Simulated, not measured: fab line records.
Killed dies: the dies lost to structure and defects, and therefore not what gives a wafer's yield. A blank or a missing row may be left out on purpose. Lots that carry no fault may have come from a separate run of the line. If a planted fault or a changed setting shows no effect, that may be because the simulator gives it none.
fab line records || flow n5_finfet
record: {"lots": 12, "wafers": 36, "last_day": 17}
route steps=1938 shown SDB@370 BEOL_M15@1818 MIM_TOP@1838 PASSIVATION@1936
lots with no fault: from the same line, run without faults
start_h: hours from the record's opening day to when the first of the lot's shown wafers began || wait_h: hours elapsed since this lot's preceding step || " the same as in the row above || L1.1+2: one row covering several wafers at once || - no value, or no start given || * or withheld: withheld || < > ~ a bound
route shown NAME@n: names a module that has steps shown in the file, with the first one's number in the route || usual: mean and standard deviation over wafers with no fault || same: alike in all rows || chamber/n: place in a boat || sites: readings site by site || _std_site: standard deviation of those values || _edge_site: mean of outer sites minus mean of inner sites || radius_mm: how far each site lies from the wafer's centre || mask NAME#n: copy n || behind: the tool/chamber that last shaped the wafer || hold: why the lot was held/for how many hours/how that ended || device: the transistor (n, p or np) that didn't switch || end of line: the route-end tests of the same wafers || a step with no rows: only its recipe || killed: dies lost to structure and defects at the first sort, not the wafer's yield || map: a wafer's dies, x killed, . not, _ none there
set.NAME: the setting the step ran with; set.NAME@STEP: the setting that earlier step ran with || model.NAME: the simulator's own value behind a step, which no gauge read
a sample of lots followed through the steps of the route, with each step as a table and each wafer as a row
services: a tool's chamber out of use, with start hour (start_h, from the record's first day; less than 0 if before it), hours out, and reason
== steps ==
step: N5_SDB_PRECLEAN_38
recipe: {"chemistry": "dHF", "time_s": 10, "dilution": "750:1", "temp_c": 25}
{"lot.wafer": "L238.1+3+4", "tool": "wet_bench-06", "chamber": "4,2,3", "start_h": 70.59, "wait_h": 0.1}
{"lot.wafer": "L239.2+5+6", "tool": "wet_bench-06", "chamber": "1,6,4", "start_h": 73.30, "wait_h": 0.1}
{"lot.wafer": "L240.1+2+4", "tool": "wet_bench-06", "chamber": "5,7,1", "start_h": 78.22, "wait_h": 0.1}
{"lot.wafer": "L241.1+4+5", "tool": "wet_bench-03", "chamber": "0,3,5", "start_h": 84.66, "wait_h": 0.1}
{"lot.wafer": "L242.3+4+5", "tool": "wet_bench-06", "chamber": "0,2,7", "start_h": 91.25, "wait_h": 0.1}
{"lot.wafer": "L243.1+3+4", "tool": "wet_bench-05", "chamber": "2,0,7", "start_h": 95.27, "wait_h": 0.1}
{"lot.wafer": "L245.1+3+4", "tool": "wet_bench-06", "chamber": "1,5,6", "start_h": 109.49, "wait_h": 0.1}
{"lot.wafer": "L248.1+5+6", "tool": "wet_bench-06", "chamber": "3,1,7", "start_h": 129.11, "wait_h": 0.1}
{"lot.wafer": "L249.2+3+4", "tool": "wet_bench-06", "chamber": "0,1,2", "start_h": 137.89, "wait_h": 0.1}
{"lot.wafer": "L258.2+3+5", "tool": "wet_bench-03", "chamber": "7,2,3", "start_h": 186.72, "wait_h": 0.1}
{"lot.wafer": "L259.1+4+6", "tool": "wet_bench-05", "chamber": "1,2,3", "start_h": 192.90, "wait_h": 0.1}
{"lot.wafer": "L261.3+5+6", "tool": "wet_bench-06", "chamber": "0,7,2", "start_h": 205.22, "wait_h": 0.1}
step: N5_BEOL_M15_PRE_CLEAN_42
recipe: {"gas": "H2/He", "time_s": 30, "temp_c": 300}
usual: {"heater_power_w": "445/50"}
{"lot.wafer": "L239.2", "tool": "pvd_sputter-02", "chamber": "-", "start_h": 266.54, "wait_h": 0.0, "heater_power_w": 581}
{"lot.wafer": "L239.5", "tool": "pvd_sputter-02", "chamber": "-", "start_h": 266.54, "wait_h": 0.0, "heater_power_w": 419}
{"lot.wafer": "L239.6", "tool": "pvd_sputter-02", "chamber": "-", "start_h": 266.54, "wait_h": 0.0, "heater_power_w": 411}
{"lot.wafer": "L238.1", "tool": "pvd_sputter-02", "chamber": "-", "start_h": 269.36, "wait_h": 0.0, "heater_power_w": 436}
{"lot.wafer": "L238.3", "tool": "pvd_sputter-02", "chamber": "-", "start_h": 269.36, "wait_h": 0.0, "heater_power_w": 426}
{"lot.wafer": "L238.4", "tool": "pvd_sputter-02", "chamber": "-", "start_h": 269.36, "wait_h": 0.0, "heater_power_w": 588}
{"lot.wafer": "L241.1", "tool": "pvd_sputter-02", "chamber": "-", "start_h": 270.74, "wait_h": 0.0, "heater_power_w": 582}
{"lot.wafer": "L241.4", "tool": "pvd_sputter-02", "chamber": "-", "start_h": 270.74, "wait_h": 0.0, "heater_power_w": 428}
{"lot.wafer": "L241.5", "tool": "pvd_sputter-02", "chamber": "-", "start_h": 270.74, "wait_h": 0.0, "heater_power_w": 573}
{"lot.wafer": "L240.1", "tool": "pvd_sputter-03", "chamber": "-", "start_h": 274.22, "wait_h": 0.0, "heater_power_w": 463}
{"lot.wafer": "L240.2", "tool": "pvd_sputter-03", "chamber": "-", "start_h": 274.22, "wait_h": 0.0, "heater_power_w": 459}
{"lot.wafer": "L240.4", "tool": "pvd_sputter-03", "chamber": "-", "start_h": 274.22, "wait_h": 0.0, "heater_power_w": 379}
{"lot.wafer": "L243.1", "tool": "pvd_sputter-03", "chamber": "-", "start_h": 283.77, "wait_h": 0.0, "heater_power_w": 458}
{"lot.wafer": "L243.3", "tool": "pvd_sputter-03", "chamber": "-", "start_h": 283.77, "wait_h": 0.0, "heater_power_w": 429}
{"lot.wafer": "L243.4", "tool": "pvd_sputter-03", "chamber": "-", "start_h": 283.77, "wait_h": 0.0, "heater_power_w": 382}
{"lot.wafer": "L242.3", "tool": "pvd_sputter-03", "chamber": "-", "start_h": 287.02, "wait_h": 0.0, "heater_power_w": 454}
{"lot.wafer": "L242.4", "tool": "pvd_sputter-03", "chamber": "-", "start_h": 287.02, "wait_h": 0.0, "heater_power_w": 382}
{"lot.wafer": "L242.5", "tool": "pvd_sputter-03", "chamber": "-", "start_h": 287.02, "wait_h": 0.0, "heater_power_w": 474}
{"lot.wafer": "L248.1", "tool": "pvd_sputter-01", "chamber": "-", "start_h": 319.80, "wait_h": 0.0, "heater_power_w": 411}
{"lot.wafer": "L248.5", "tool": "pvd_sputter-01", "chamber": "-", "start_h": 319.80, "wait_h": 0.0, "heater_power_w": 413}
{"lot.wafer": "L248.6", "tool": "pvd_sputter-01", "chamber": "-", "start_h": 319.80, "wait_h": 0.0, "heater_power_w": 425}
{"lot.wafer": "L249.2", "tool": "pvd_sputter-01", "chamber": "-", "start_h": 333.01, "wait_h": 0.0, "heater_power_w": 436}
{"lot.wafer": "L249.3", "tool": "pvd_sputter-01", "chamber": "-", "start_h": 333.01, "wait_h": 0.0, "heater_power_w": 442}
{"lot.wafer": "L249.4", "tool": "pvd_sputter-01", "chamber": "-", "start_h": 333.01, "wait_h": 0.0, "heater_power_w": 406}
{"lot.wafer": "L245.1", "tool": "pvd_sputter-01", "chamber": "-", "start_h": 347.63, "wait_h": 0.0, "heater_power_w": 435}
{"lot.wafer": "L245.3", "tool": "pvd_sputter-01", "chamber": "-", "start_h": 347.63, "wait_h": 0.0, "heater_power_w": 430}
{"lot.wafer": "L245.4", "tool": "pvd_sputter-01", "chamber": "-", "start_h": 347.63, "wait_h": 0.0, "heater_power_w": 408}
{"lot.wafer": "L258.2", "tool": "pvd_sputter-03", "chamber": "-", "start_h": 381.00, "wait_h": 0.0, "heater_power_w": 478}
{"lot.wafer": "L258.3", "tool": "pvd_sputter-03", "chamber": "-", "start_h": 381.00, "wait_h": 0.0, "heater_power_w": 435}
{"lot.wafer": "L258.5", "tool": "pvd_sputter-03", "chamber": "-", "start_h": 381.00, "wait_h": 0.0, "heater_power_w": 460}
{"lot.wafer": "L259.1", "tool": "pvd_sputter-03", "chamber": "-", "start_h": 386.58, "wait_h": 0.0, "heater_power_w": 456}
{"lot.wafer": "L259.4", "tool": "pvd_sputter-03", "chamber": "-", "start_h": 386.58, "wait_h": 0.0, "heater_power_w": 426}
{"lot.wafer": "L259.6", "tool": "pvd_sputter-03", "chamber": "-", "start_h": 386.58, "wait_h": 0.0, "heater_power_w": 457}
{"lot.wafer": "L261.3", "tool": "pvd_sputter-03", "chamber": "-", "start_h": 391.82, "wait_h": 0.0, "heater_power_w": 468}
{"lot.wafer": "L261.5", "tool": "pvd_sputter-03", "chamber": "-", "start_h": 391.82, "wait_h": 0.0, "heater_power_w": 434}
{"lot.wafer": "L261.6", "tool": "pvd_sputter-03", "chamber": "-", "start_h": 391.82, "wait_h": 0.0, "heater_power_w": 383}
step: N5_BEOL_M15_DEP_53
recipe: {"material": "SiCN", "target_thk_a": 500, "temp_c": "withheld", "precursor": "3MS/NH3", "pressure_torr": 3, "rf_w": 675, "time_s": 17.8}
usual: {"showerhead_plenum_p_Torr": "4.160/0.018", "throttle_valve_pct": "17.9/1.2"}
{"lot.wafer": "L239.2", "tool": "pecvd-01", "chamber": 1, "start_h": 267.87, "wait_h": 0.0, "showerhead_plenum_p_Torr": 4.134, "throttle_valve_pct": 17.9}
{"lot.wafer": "L239.5", "tool": "pecvd-01", "chamber": 0, "start_h": 267.87, "wait_h": 0.0, "showerhead_plenum_p_Torr": 4.168, "throttle_valve_pct": 18.6}
{"lot.wafer": "L239.6", "tool": "pecvd-01", "chamber": 2, "start_h": 267.87, "wait_h": 0.0, "showerhead_plenum_p_Torr": 4.166, "throttle_valve_pct": 16.3}
{"lot.wafer": "L238.1", "tool": "pecvd-03", "chamber": 1, "start_h": 270.57, "wait_h": 0.0, "showerhead_plenum_p_Torr": 4.165, "throttle_valve_pct": 19.4}
{"lot.wafer": "L238.3", "tool": "pecvd-03", "chamber": 0, "start_h": 270.57, "wait_h": 0.0, "showerhead_plenum_p_Torr": 4.156, "throttle_valve_pct": 18.0}
{"lot.wafer": "L238.4", "tool": "pecvd-03", "chamber": 2, "start_h": 270.57, "wait_h": 0.0, "showerhead_plenum_p_Torr": 4.159, "throttle_valve_pct": 15.8}
{"lot.wafer": "L241.1", "tool": "pecvd-01", "chamber": 1, "start_h": 271.95, "wait_h": 0.0, "showerhead_plenum_p_Torr": 4.129, "throttle_valve_pct": 17.8}
{"lot.wafer": "L241.4", "tool": "pecvd-01", "chamber": 1, "start_h": 271.95, "wait_h": 0.0, "showerhead_plenum_p_Torr": 4.128, "throttle_valve_pct": 18.0}
{"lot.wafer": "L241.5", "tool": "pecvd-01", "chamber": 0, "start_h": 271.95, "wait_h": 0.0, "showerhead_plenum_p_Torr": 4.170, "throttle_valve_pct": 18.2}
{"lot.wafer": "L240.1", "tool": "pecvd-02", "chamber": 0, "start_h": 275.44, "wait_h": 0.0, "showerhead_plenum_p_Torr": 4.179, "throttle_valve_pct": 17.5}
{"lot.wafer": "L240.2", "tool": "pecvd-02", "chamber": 1, "start_h": 275.44, "wait_h": 0.0, "showerhead_plenum_p_Torr": 4.181, "throttle_valve_pct": 19.2}
{"lot.wafer": "L240.4", "tool": "pecvd-02", "chamber": 2, "start_h": 275.44, "wait_h": 0.0, "showerhead_plenum_p_Torr": 4.135, "throttle_valve_pct": 19.3}
{"lot.wafer": "L243.1", "tool": "pecvd-01", "chamber": 0, "start_h": 284.98, "wait_h": 0.0, "showerhead_plenum_p_Torr": 4.176, "throttle_valve_pct": 18.1}
{"lot.wafer": "L243.3", "tool": "pecvd-01", "chamber": 1, "start_h": 284.98, "wait_h": 0.0, "showerhead_plenum_p_Torr": 4.140, "throttle_valve_pct": 18.2}
{"lot.wafer": "L243.4", "tool": "pecvd-01", "chamber": 2, "start_h": 284.98, "wait_h": 0.0, "showerhead_plenum_p_Torr": 4.175, "throttle_valve_pct": 16.4}
{"lot.wafer": "L242.3", "tool": "pecvd-01", "chamber": 0, "start_h": 288.24, "wait_h": 0.0, "showerhead_plenum_p_Torr": 4.177, "throttle_valve_pct": 18.4}
{"lot.wafer": "L242.4", "tool": "pecvd-01", "chamber": 1, "start_h": 288.24, "wait_h": 0.0, "showerhead_plenum_p_Torr": 4.139, "throttle_valve_pct": 18.2}
{"lot.wafer": "L242.5", "tool": "pecvd-01", "chamber": 2, "start_h": 288.24, "wait_h": 0.0, "showerhead_plenum_p_Torr": 4.178, "throttle_valve_pct": 16.4}
{"lot.wafer": "L248.1", "tool": "pecvd-03", "chamber": 2, "start_h": 321.01, "wait_h": 0.0, "showerhead_plenum_p_Torr": 4.160, "throttle_valve_pct": 16.0}
{"lot.wafer": "L248.5", "tool": "pecvd-03", "chamber": 2, "start_h": 321.01, "wait_h": 0.0, "showerhead_plenum_p_Torr": 4.171, "throttle_valve_pct": 16.2}
{"lot.wafer": "L248.6", "tool": "pecvd-03", "chamber": 0, "start_h": 321.01, "wait_h": 0.0, "showerhead_plenum_p_Torr": 4.150, "throttle_valve_pct": 18.3}
{"lot.wafer": "L249.2", "tool": "pecvd-03", "chamber": 1, "start_h": 334.23, "wait_h": 0.0, "showerhead_plenum_p_Torr": 4.152, "throttle_valve_pct": 19.0}
{"lot.wafer": "L249.3", "tool": "pecvd-03", "chamber": 2, "start_h": 334.23, "wait_h": 0.0, "showerhead_plenum_p_Torr": 4.157, "throttle_valve_pct": 16.0}
{"lot.wafer": "L249.4", "tool": "pecvd-03", "chamber": 0, "start_h": 334.23, "wait_h": 0.0, "showerhead_plenum_p_Torr": 4.148, "throttle_valve_pct": 17.9}
{"lot.wafer": "L245.1", "tool": "pecvd-01", "chamber": 0, "start_h": 349.27, "wait_h": 0.0, "showerhead_plenum_p_Torr": 4.172, "throttle_valve_pct": 18.5}
{"lot.wafer": "L245.3", "tool": "pecvd-01", "chamber": 1, "start_h": 349.27, "wait_h": 0.0, "showerhead_plenum_p_Torr": 4.127, "throttle_valve_pct": 18.1}
{"lot.wafer": "L245.4", "tool": "pecvd-01", "chamber": 2, "start_h": 349.27, "wait_h": 0.0, "showerhead_plenum_p_Torr": 4.182, "throttle_valve_pct": 16.6}
{"lot.wafer": "L258.2", "tool": "pecvd-03", "chamber": 0, "start_h": 382.67, "wait_h": 0.0, "showerhead_plenum_p_Torr": 4.139, "throttle_valve_pct": 18.0}
{"lot.wafer": "L258.3", "tool": "pecvd-03", "chamber": 1, "start_h": 382.67, "wait_h": 0.0, "showerhead_plenum_p_Torr": 4.165, "throttle_valve_pct": 19.2}
{"lot.wafer": "L258.5", "tool": "pecvd-03", "chamber": 2, "start_h": 382.67, "wait_h": 0.0, "showerhead_plenum_p_Torr": 4.164, "throttle_valve_pct": 16.1}
{"lot.wafer": "L259.1", "tool": "pecvd-03", "chamber": 1, "start_h": 387.80, "wait_h": 0.0, "showerhead_plenum_p_Torr": 4.163, "throttle_valve_pct": 19.4}
{"lot.wafer": "L259.4", "tool": "pecvd-03", "chamber": 2, "start_h": 387.80, "wait_h": 0.0, "showerhead_plenum_p_Torr": 4.156, "throttle_valve_pct": 16.5}
{"lot.wafer": "L259.6", "tool": "pecvd-03", "chamber": 2, "start_h": 387.80, "wait_h": 0.0, "showerhead_plenum_p_Torr": 4.162, "throttle_valve_pct": 16.2}
{"lot.wafer": "L261.3", "tool": "pecvd-03", "chamber": 1, "start_h": 393.04, "wait_h": 0.0, "showerhead_plenum_p_Torr": 4.162, "throttle_valve_pct": 19.2}
{"lot.wafer": "L261.5", "tool": "pecvd-03", "chamber": 0, "start_h": 393.04, "wait_h": 0.0, "showerhead_plenum_p_Torr": 4.153, "throttle_valve_pct": 17.9}
{"lot.wafer": "L261.6", "tool": "pecvd-03", "chamber": 1, "start_h": 393.04, "wait_h": 0.0, "showerhead_plenum_p_Torr": 4.149, "throttle_valve_pct": 19.3}
step: N5_MIM_TOP_SPUTTER_03
recipe: {"material": "TiN", "target_thk_a": 350, "temp_c": 200, "power_w": 3000, "chamber_pressure_pa": 0.49996, "gas": "Ar", "reactive_partial_pa": 0.37997, "time_s": 89.7}
usual: {"throttle_valve_pct": "30.0/0.98"}
{"lot.wafer": "L239.2", "tool": "pvd_sputter-01", "chamber": "-", "start_h": 273.65, "wait_h": 0.0, "throttle_valve_pct": 30.6}
{"lot.wafer": "L239.5", "tool": "pvd_sputter-01", "chamber": "-", "start_h": 273.65, "wait_h": 0.0, "throttle_valve_pct": 29.8}
{"lot.wafer": "L239.6", "tool": "pvd_sputter-01", "chamber": "-", "start_h": 273.65, "wait_h": 0.0, "throttle_valve_pct": 30.0}
{"lot.wafer": "L238.1", "tool": "pvd_sputter-03", "chamber": "-", "start_h": 274.94, "wait_h": 0.0, "throttle_valve_pct": 28.5}
{"lot.wafer": "L238.3", "tool": "pvd_sputter-03", "chamber": "-", "start_h": 274.94, "wait_h": 0.0, "throttle_valve_pct": 30.5}
{"lot.wafer": "L238.4", "tool": "pvd_sputter-03", "chamber": "-", "start_h": 274.94, "wait_h": 0.0, "throttle_valve_pct": 29.4}
{"lot.wafer": "L241.1", "tool": "pvd_sputter-03", "chamber": "-", "start_h": 275.20, "wait_h": 0.0, "throttle_valve_pct": 31.1}
{"lot.wafer": "L241.4", "tool": "pvd_sputter-03", "chamber": "-", "start_h": 275.20, "wait_h": 0.0, "throttle_valve_pct": 30.7}
{"lot.wafer": "L241.5", "tool": "pvd_sputter-03", "chamber": "-", "start_h": 275.20, "wait_h": 0.0, "throttle_valve_pct": 30.5}
{"lot.wafer": "L240.1", "tool": "pvd_sputter-01", "chamber": "-", "start_h": 277.76, "wait_h": 0.0, "throttle_valve_pct": 29.8}
{"lot.wafer": "L240.2", "tool": "pvd_sputter-01", "chamber": "-", "start_h": 277.76, "wait_h": 0.0, "throttle_valve_pct": 31.6}
{"lot.wafer": "L240.4", "tool": "pvd_sputter-01", "chamber": "-", "start_h": 277.76, "wait_h": 0.0, "throttle_valve_pct": 30.6}
{"lot.wafer": "L243.1", "tool": "pvd_sputter-02", "chamber": "-", "start_h": 286.96, "wait_h": 0.0, "throttle_valve_pct": 28.8}
{"lot.wafer": "L243.3", "tool": "pvd_sputter-02", "chamber": "-", "start_h": 286.96, "wait_h": 0.0, "throttle_valve_pct": 28.8}
{"lot.wafer": "L243.4", "tool": "pvd_sputter-02", "chamber": "-", "start_h": 286.96, "wait_h": 0.0, "throttle_valve_pct": 30.3}
{"lot.wafer": "L242.3", "tool": "pvd_sputter-01", "chamber": "-", "start_h": 290.74, "wait_h": 0.0, "throttle_valve_pct": 30.5}
{"lot.wafer": "L242.4", "tool": "pvd_sputter-01", "chamber": "-", "start_h": 290.74, "wait_h": 0.0, "throttle_valve_pct": 31.9}
{"lot.wafer": "L242.5", "tool": "pvd_sputter-01", "chamber": "-", "start_h": 290.74, "wait_h": 0.0, "throttle_valve_pct": 31.9}
{"lot.wafer": "L248.1", "tool": "pvd_sputter-02", "chamber": "-", "start_h": 323.76, "wait_h": 0.0, "throttle_valve_pct": 29.4}
{"lot.wafer": "L248.5", "tool": "pvd_sputter-02", "chamber": "-", "start_h": 323.76, "wait_h": 0.0, "throttle_valve_pct": 29.6}
{"lot.wafer": "L248.6", "tool": "pvd_sputter-02", "chamber": "-", "start_h": 323.76, "wait_h": 0.0, "throttle_valve_pct": 28.9}
{"lot.wafer": "L249.2", "tool": "pvd_sputter-02", "chamber": "-", "start_h": 338.82, "wait_h": 0.0, "throttle_valve_pct": 29.0}
{"lot.wafer": "L249.3", "tool": "pvd_sputter-02", "chamber": "-", "start_h": 338.82, "wait_h": 0.0, "throttle_valve_pct": 29.3}
{"lot.wafer": "L249.4", "tool": "pvd_sputter-02", "chamber": "-", "start_h": 338.82, "wait_h": 0.0, "throttle_valve_pct": 30.2}
{"lot.wafer": "L245.1", "tool": "pvd_sputter-02", "chamber": "-", "start_h": 352.13, "wait_h": 0.0, "throttle_valve_pct": 29.0}
{"lot.wafer": "L245.3", "tool": "pvd_sputter-02", "chamber": "-", "start_h": 352.13, "wait_h": 0.0, "throttle_valve_pct": 30.6}
{"lot.wafer": "L245.4", "tool": "pvd_sputter-02", "chamber": "-", "start_h": 352.13, "wait_h": 0.0, "throttle_valve_pct": 29.4}
{"lot.wafer": "L258.2", "tool": "pvd_sputter-03", "chamber": "-", "start_h": 386.94, "wait_h": 0.0, "throttle_valve_pct": 31.2}
{"lot.wafer": "L258.3", "tool": "pvd_sputter-03", "chamber": "-", "start_h": 386.94, "wait_h": 0.0, "throttle_valve_pct": 28.6}
{"lot.wafer": "L258.5", "tool": "pvd_sputter-03", "chamber": "-", "start_h": 386.94, "wait_h": 0.0, "throttle_valve_pct": 28.6}
{"lot.wafer": "L259.1", "tool": "pvd_sputter-01", "chamber": "-", "start_h": 390.80, "wait_h": 0.0, "throttle_valve_pct": 30.7}
{"lot.wafer": "L259.4", "tool": "pvd_sputter-01", "chamber": "-", "start_h": 390.80, "wait_h": 0.0, "throttle_valve_pct": 31.6}
{"lot.wafer": "L259.6", "tool": "pvd_sputter-01", "chamber": "-", "start_h": 390.80, "wait_h": 0.0, "throttle_valve_pct": 31.6}
{"lot.wafer": "L261.3", "tool": "pvd_sputter-03", "chamber": "-", "start_h": 395.60, "wait_h": 0.0, "throttle_valve_pct": 31.1}
{"lot.wafer": "L261.5", "tool": "pvd_sputter-03", "chamber": "-", "start_h": 395.60, "wait_h": 0.0, "throttle_valve_pct": 28.4}
{"lot.wafer": "L261.6", "tool": "pvd_sputter-03", "chamber": "-", "start_h": 395.60, "wait_h": 0.0, "throttle_valve_pct": 31.2}
step: N5_PASSIVATION_PROBE_49
usual: {"defect_limited_yield": "91.0/1.5", "killed_at_M0_to_M3": "35/11", "killed_at_M4_up": "13/6", "killed_at_contacts": "14/6.5", "killed_at_front_end": "40/12", "killed_at_other": "4/3.4", "killed_dies": "106/18", "killed_open": "68/14", "killed_short": "35/7.7", "sort_bin_5_function": "5.2/0.98", "sort_bin_6_memory": "3.4/0.72", "sort_n_pass": "1074/18", "sort_yield_pct": "91.0/1.5"}
same: {"gross_dies": 1180, "killed_at_back_side": 0, "sort_bin_4_leakage[%]": 0, "sort_bin_8_speed[%]": 0}
{"lot.wafer": "L248.1", "tool": "prober-02", "chamber": "-", "start_h": 337.74, "wait_h": 0.0, "defect_limited_yield[%]": 89.2, "killed_at_M0_to_M3": 18, "killed_at_M4_up": 6, "killed_at_contacts": 12, "killed_at_front_end": 87, "killed_at_other": 4, "killed_dies": 127, "killed_open": 47, "killed_short": 27, "sort_bin_5_function[%]": 6.4, "sort_bin_6_memory[%]": 3.0, "sort_n_pass": 1053, "sort_yield_pct[%]": 89.2}
{"lot.wafer": "L248.5", "tool": "prober-02", "chamber": "-", "start_h": 337.94, "wait_h": 0.2, "defect_limited_yield[%]": 85.9, "killed_at_M0_to_M3": 14, "killed_at_M4_up": 9, "killed_at_contacts": 8, "killed_at_front_end": 131, "killed_at_other": 4, "killed_dies": 166, "killed_open": 25, "killed_short": 26, "sort_bin_5_function[%]": 9.6, "sort_bin_6_memory[%]": 2.7, "sort_n_pass": 1014, "sort_yield_pct[%]": 85.9}
{"lot.wafer": "L248.6", "tool": "prober-02", "chamber": "-", "start_h": 337.99, "wait_h": 0.3, "defect_limited_yield[%]": 81.9, "killed_at_M0_to_M3": 29, "killed_at_M4_up": 11, "killed_at_contacts": 6, "killed_at_front_end": 149, "killed_at_other": 18, "killed_dies": 213, "killed_open": 52, "killed_short": 39, "sort_bin_5_function[%]": 11.4, "sort_bin_6_memory[%]": 4.5, "sort_n_pass": 967, "sort_yield_pct[%]": 81.9}
{"lot.wafer": "L249.2", "tool": "prober-02", "chamber": "-", "start_h": 352.08, "wait_h": 0.1, "defect_limited_yield[%]": 84.2, "killed_at_M0_to_M3": 21, "killed_at_M4_up": 12, "killed_at_contacts": 9, "killed_at_front_end": 138, "killed_at_other": 7, "killed_dies": 187, "killed_open": 45, "killed_short": 26, "sort_bin_5_function[%]": 9.2, "sort_bin_6_memory[%]": 4.3, "sort_n_pass": 993, "sort_yield_pct[%]": 84.2}
{"lot.wafer": "L249.3", "tool": "prober-02", "chamber": "-", "start_h": 352.13, "wait_h": 0.1, "defect_limited_yield[%]": 84.2, "killed_at_M0_to_M3": 18, "killed_at_M4_up": 7, "killed_at_contacts": 11, "killed_at_front_end": 150, "killed_at_other": 1, "killed_dies": 187, "killed_open": 43, "killed_short": 21, "sort_bin_5_function[%]": 9.4, "sort_bin_6_memory[%]": 4.3, "sort_n_pass": 993, "sort_yield_pct[%]": 84.2}
{"lot.wafer": "L249.4", "tool": "prober-02", "chamber": "-", "start_h": 352.18, "wait_h": 0.2, "defect_limited_yield[%]": 84.6, "killed_at_M0_to_M3": 18, "killed_at_M4_up": 9, "killed_at_contacts": 9, "killed_at_front_end": 141, "killed_at_other": 5, "killed_dies": 182, "killed_open": 40, "killed_short": 23, "sort_bin_5_function[%]": 10.0, "sort_bin_6_memory[%]": 3.4, "sort_n_pass": 998, "sort_yield_pct[%]": 84.6}
killed by level:class
L248.1 SDB:unspecified=53 STI_FIN_REVEAL:geometric_particle:open=8 DUMMY_GATE:geometric_particle:open=8 MOL_CONTACT_COAG:geometric_particle:open=8 BEOL_M0_SAQP:geometric_particle:short=5 FIN_SAQP:geometric_particle:open=4 FIN_SAQP:geometric_particle:short=4 BEOL_M2:geometric_particle:open=4
L248.5 SDB:unspecified=112 MOL_CONTACT_COAG:geometric_particle:open=6 DUMMY_GATE:geometric_particle:open=4 BEOL_M4:geometric_particle:short=4 STARTING-WAFER:geometric_particle:short=4 FIN_SAQP:geometric_particle:short=3 BEOL_M0_SAQP:geometric_particle:short=3 BEOL_M2:geometric_particle:open=3
L248.6 SDB:unspecified=117 MIM_TOP_ETCH:geometric_particle:short=9 FIN_SAQP:geometric_particle:short=8 BEOL_M1:geometric_particle:open=7 FIN_SAQP:geometric_particle:open=6 MIM_TOP_ETCH:geometric_particle:open=6 MOL_CONTACT_COAG:geometric_particle:open=5 BEOL_M0_SAQP:geometric_particle:short=5
L249.2 SDB:unspecified=115 MOL_CONTACT_COAG:geometric_particle:open=7 STI_FIN_REVEAL:geometric_particle:open=6 BEOL_M3:geometric_particle:open=6 ILD0:geometric_particle:open=4 ILD0:geometric_particle:short=4 BEOL_M1:geometric_particle:short=4 BEOL_M5:geometric_particle:open=4
L249.3 SDB:unspecified=122 MOL_CONTACT_COAG:geometric_particle:open=7 STARTING-WAFER:geometric_particle:open=7 MOL_CONTACT_COAG:geometric_particle:short=4 BEOL_M2:geometric_particle:open=4 BEOL_M3:geometric_particle:open=4 FIN_SAQP:geometric_particle:open=3 DUMMY_GATE:geometric_particle:open=3
L249.4 SDB:unspecified=118 BEOL_M0_SAQP:geometric_particle:open=8 DUMMY_GATE:geometric_particle:open=6 MOL_CONTACT_COAG:geometric_particle:open=6 FIN_SAQP:geometric_particle:short=4 BEOL_M1:geometric_particle:open=4 STI_FIN_REVEAL:geometric_particle:open=3 MOL_CONTACT_COAG:geometric_particle:short=3
== services ==
{"tool": "wet_bench-06", "chamber": "-", "start_h": 66.91, "hours": 1.9, "kind": "pm"}
{"tool": "pecvd-01", "chamber": "-", "start_h": 89.84, "hours": 28.1, "kind": "pm"}
{"tool": "pvd_sputter-03", "chamber": "-", "start_h": 108.54, "hours": 2.4, "kind": "repair"}
{"tool": "pecvd-03", "chamber": 2, "start_h": 112.02, "hours": 2.1, "kind": "scheduled_down"}
{"tool": "pecvd-03", "chamber": 2, "start_h": 127.03, "hours": 15.7, "kind": "repair"}
{"tool": "pecvd-01", "chamber": 0, "start_h": 131.43, "hours": 10.7, "kind": "repair"}
{"tool": "pecvd-03", "chamber": 1, "start_h": 158.18, "hours": 2.1, "kind": "scheduled_down"}
{"tool": "pecvd-02", "chamber": "-", "start_h": 159.64, "hours": 28.1, "kind": "pm"}
{"tool": "pvd_sputter-02", "chamber": "-", "start_h": 205.02, "hours": 2.0, "kind": "repair"}
{"tool": "pecvd-03", "chamber": 1, "start_h": 218.34, "hours": 4.4, "kind": "repair"}
{"tool": "pvd_sputter-01", "chamber": "-", "start_h": 246.25, "hours": 3.0, "kind": "repair"}
{"tool": "pecvd-01", "chamber": 0, "start_h": 248.25, "hours": 4.4, "kind": "repair"}
{"tool": "pecvd-01", "chamber": 1, "start_h": 260.05, "hours": 5.9, "kind": "repair"}
{"tool": "pecvd-02", "chamber": "-", "start_h": 265.18, "hours": 2.9, "kind": "repair"}
{"tool": "pecvd-02", "chamber": "-", "start_h": 268.09, "hours": 2.8, "kind": "pm"}
{"tool": "pecvd-03", "chamber": "-", "start_h": 273.89, "hours": 2.8, "kind": "pm"}
{"tool": "pecvd-02", "chamber": "-", "start_h": 323.87, "hours": 14.6, "kind": "pm"}
{"tool": "wet_bench-03", "chamber": "-", "start_h": 329.55, "hours": 4.1, "kind": "repair"}
{"tool": "wet_bench-03", "chamber": "-", "start_h": 334.60, "hours": 4.4, "kind": "pm"}
{"tool": "pvd_sputter-01", "chamber": "-", "start_h": 335.05, "hours": 1.8, "kind": "repair"}
{"tool": "wet_bench-05", "chamber": "-", "start_h": 346.84, "hours": 1.9, "kind": "pm"}
{"tool": "pvd_sputter-01", "chamber": "-", "start_h": 354.34, "hours": 9.6, "kind": "repair"}
{"tool": "pvd_sputter-01", "chamber": "-", "start_h": 366.21, "hours": 1.5, "kind": "repair"}
{"tool": "wet_bench-06", "chamber": "-", "start_h": 386.37, "hours": 8.9, "kind": "repair"}
== key ==
first_sign: {"step": "N5_PASSIVATION_PROBE_49", "reading": "killed_at_front_end", "direction": "up", "sigmas": 7.5, "usual": 40, "struck": 133}
effect: {"step": "N5_PASSIVATION_PROBE_49", "reading": "killed_dies", "direction": "up", "sigmas": 3.9, "usual": 106, "struck": 177}
more_kills_born_at: {"N5_SDB_PRECLEAN_38@wet_bench-06": 637}
met_at N5_SDB_PRECLEAN_38
struck_lots L248,L249
not_acting_at N5_BEOL_M15_PRE_CLEAN_42,N5_BEOL_M15_DEP_53,N5_MIM_TOP_SPUTTER_03
onset_between 109.49 129.11
fault: {"kind": "chamber_particle_source", "tool": "wet_bench-06", "chamber": "-", "onset_h": 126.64, "steps": "N5_SDB_PRECLEAN_38", "rate_per_visit_cm2": 0.66167, "end_h": 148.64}
